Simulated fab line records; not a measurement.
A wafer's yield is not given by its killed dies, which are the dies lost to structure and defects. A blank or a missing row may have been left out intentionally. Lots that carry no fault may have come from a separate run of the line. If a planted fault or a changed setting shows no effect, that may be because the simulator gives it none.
The tool behind it: which one?    flow nand harc    Sampling: 13 lots, 39 wafers, 5 of 1159 route steps

== WHAT EACH GAUGE READ, for each wafer ==
NHARC_P_BONDPAD_INSPECT_23. Usual: 324 for raw defect count, sd 110.
lot   measured      on                 raw defect count  flag
L641  day 6 01:45   defect inspect-02  240 235 302       
L642  day 6 23:50   defect inspect-02  250 683 309       
L643  day 7 00:56   defect inspect-02  314 434 229       
L644  day 7 03:16   defect inspect-01  199 248 178       
L645  day 7 09:09   defect inspect-01  418 279 273       
L646  day 7 16:20   defect inspect-01  164 274 198       
L649  day 8 07:25   defect inspect-01  423 465 450       
L656  day 10 20:13  defect inspect-02  335 223 337       
L658  day 10 22:57  defect inspect-01  527 237 450       
L659  day 10 23:34  defect inspect-01  232 409 280       
L661  day 11 08:39  defect inspect-02  322 474 383       
L662  day 11 18:22  defect inspect-02  644 358 413       
L663  day 11 20:23  defect inspect-02  385 320 248       

NHARC_A_ONON_D1_THK_MEAS_05: measures by ellipsometry. Usual: 999 nm for thk nm, sd 10.
lot   measured      on             thk nm (nm)     flag
L641  day 7 02:30   film metro-01  995 996 993     
L642  day 8 00:59   film metro-02  1005 1004 1004  
L643  day 8 00:59   film metro-01  1014 1016 1016  
L644  day 8 01:03   film metro-01  984 986 985     
L645  day 8 10:59   film metro-01  1002 999 1002   
L646  day 8 17:36   film metro-02  987 986 987     
L649  day 9 08:33   film metro-02  1012 1011 1012  
L656  day 11 18:36  film metro-01  993 649 649     OFF
L658  day 12 02:19  film metro-02  1016 670 1015   OFF
L659  day 12 02:21  film metro-01  993 992 992     
L661  day 12 09:33  film metro-02  999 1000 998    
L662  day 12 18:56  film metro-02  996 998 998     
L663  day 12 18:56  film metro-01  983 984 983     

NHARC_END_SORT_01. Usual: killed at array 28, standard deviation 11; killed at other 0.9, standard deviation 1.2; killed at periphery 2.6, standard deviation 2.1; killed dies 31, standard deviation 11; killed open 3.1, standard deviation 1.7; killed short 1.9, standard deviation 1.3.
lot   measured      on         killed at array  killed at other  killed at periphery  killed dies  killed open  killed short  flag
L656  day 25 23:12  prober-02  23 671 674       3 4 3            0 2 0                26 677 677   2 5 3        0 1 0         OFF
L658  day 26 06:05  prober-02  38 676 38        0 0 0            4 1 2                42 677 40    3 0 4        3 2 1         OFF

== EACH LOT AND THE TOOL THAT RAN IT (in order: tool; ch and the chambers of the sampled wafers; start) ==
lot   NHARC_P_BONDPAD_ACTIVATE_29         NHARC_A_ONON_D1_DEP_03
L641  rie diel-08 ch 1,2, day 6 01:50     pecvd onon-04 ch 0, day 7 01:59
L642  rie diel-08 ch 0,1, day 6 23:55     pecvd onon-04 ch 0, day 8 00:32
L643  rie diel-08 ch 0,1,2, day 7 01:02   pecvd onon-03 ch 0, day 8 00:29
L644  rie diel-08 ch 1,2,3, day 7 03:22   pecvd onon-02 ch 0, day 8 00:31
L645  rie diel-08 ch 0,1, day 7 09:13     pecvd onon-02 ch 0, day 8 10:29
L646  rie diel-09 ch 1,2, day 7 16:23     pecvd onon-04 ch 0, day 8 17:16
L649  rie diel-08 ch 0,2, day 8 07:29     pecvd onon-04 ch 0, day 9 08:05
L656  rie diel-11 ch 0,2,3, day 10 20:18  pecvd onon-03 ch 0, day 11 18:08
L658  rie diel-08 ch 0,2,3, day 10 23:01  pecvd onon-03 ch 0, day 12 01:48
L659  rie diel-08 ch 0,1,2, day 10 23:40  pecvd onon-04 ch 0, day 12 01:54
L661  rie diel-08 ch 0,1,3, day 11 08:44  pecvd onon-02 ch 0, day 12 09:02
L662  rie diel-08 ch 0,2, day 11 18:26    pecvd onon-02 ch 0, day 12 18:24
L663  rie diel-08 ch 0,3, day 11 20:29    pecvd onon-04 ch 0, day 12 18:29
- NHARC_P_BONDPAD_ACTIVATE_29: chemistry N2, time 60 s.
- NHARC_A_ONON_D1_DEP_03: target thk 1000 nm.

== WHAT THE TOOLS THEMSELVES READ (means of the sampled wafers that have a number; where no wafer has one, the mark that the record gives instead) ==
NHARC_P_BONDPAD_ACTIVATE_29. Usual: drypump motor current A 5.48 A, standard deviation 0.27; oes product au 1.000 a.u., standard deviation 0.0069; rf vpp V 64.2 V, standard deviation 0.94; showerhead plenum p Torr 1.80 Torr, standard deviation 0.059.
lot   tool         drypump motor current A (A)  oes product au (a.u.)  rf vpp V (V)  showerhead plenum p Torr (Torr)  flag
L641  rie diel-08  5.66                         1.004                  64.9          1.87                             
L642  rie diel-08  5.25                         0.994                  63.4          1.77                             
L643  rie diel-08  5.45                         1.004                  63.9          1.82                             
L644  rie diel-08  5.52                         1.006                  64.5          1.85                             
L645  rie diel-08  5.21                         1.001                  64.9          1.79                             
L646  rie diel-09  5.33                         0.997                  63.5          1.69                             
L649  rie diel-08  5.72                         0.990                  64.0          1.84                             
L656  rie diel-11  5.68                         1.006                  63.9          1.71                             
L658  rie diel-08  5.56                         0.990                  65.2          1.82                             
L659  rie diel-08  5.47                         1.004                  64.9          1.82                             
L661  rie diel-08  5.32                         1.003                  64.5          1.80                             
L662  rie diel-08  5.51                         0.996                  65.0          1.80                             
L663  rie diel-08  5.43                         0.997                  64.7          1.80                             

NHARC_A_ONON_D1_DEP_03. Usual: 399.93 C for susceptor temp C, sd 0.22.
lot   tool           susceptor temp C (C)  flag
L641  pecvd onon-04  399.91                
L642  pecvd onon-04  399.95                
L643  pecvd onon-03  399.63                
L644  pecvd onon-02  400.14                
L645  pecvd onon-02  399.68                
L646  pecvd onon-04  400.06                
L649  pecvd onon-04  400.24                
L656  pecvd onon-03  399.59                
L658  pecvd onon-03  399.99                
L659  pecvd onon-04  399.99                
L661  pecvd onon-02  399.79                
L662  pecvd onon-02  400.06                
L663  pecvd onon-04  399.79                

== THE ANSWER, worked out from the rows above alone ==
Rule: a lot counts as off when the mean over its wafers that have a number is more than 3 standard deviations away from the usual mean. A lot without any number at a reading at which 4 lots or more have one is off too. All remaining lots with rows at the step are treated as sound. First the gauges in route order, then the tools' own readings, where a lot's mean is used as printed above. At the first step where some lot is off, the reading lying furthest off is the one used; lots without a number count as furthest.
Off at NHARC_A_ONON_D1_THK_MEAS_05 (thk nm): L656, L658.
If a tool, at a process step before that reading, ran all the lots that are off and no sound lot after the first of them, it fits. Not tried: the gauges at NHARC_A_ONON_D1_THK_MEAS_05; whatever is off there is also off at NHARC_END_SORT_01, on other tools, and gauge error can't account for it. One candidate fits, namely pecvd onon-03 at NHARC_A_ONON_D1_DEP_03. A fault onset in the window from L643 (day 8 00:29, its last sound lot) to L656 (day 11 18:08, its first lot off) fits.

== WHAT WAS PUT IN BY THE SIMULATOR ==
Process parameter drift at NHARC_A_ONON_D1_DEP_03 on pecvd onon-03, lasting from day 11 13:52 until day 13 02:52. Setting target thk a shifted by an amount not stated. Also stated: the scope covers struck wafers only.
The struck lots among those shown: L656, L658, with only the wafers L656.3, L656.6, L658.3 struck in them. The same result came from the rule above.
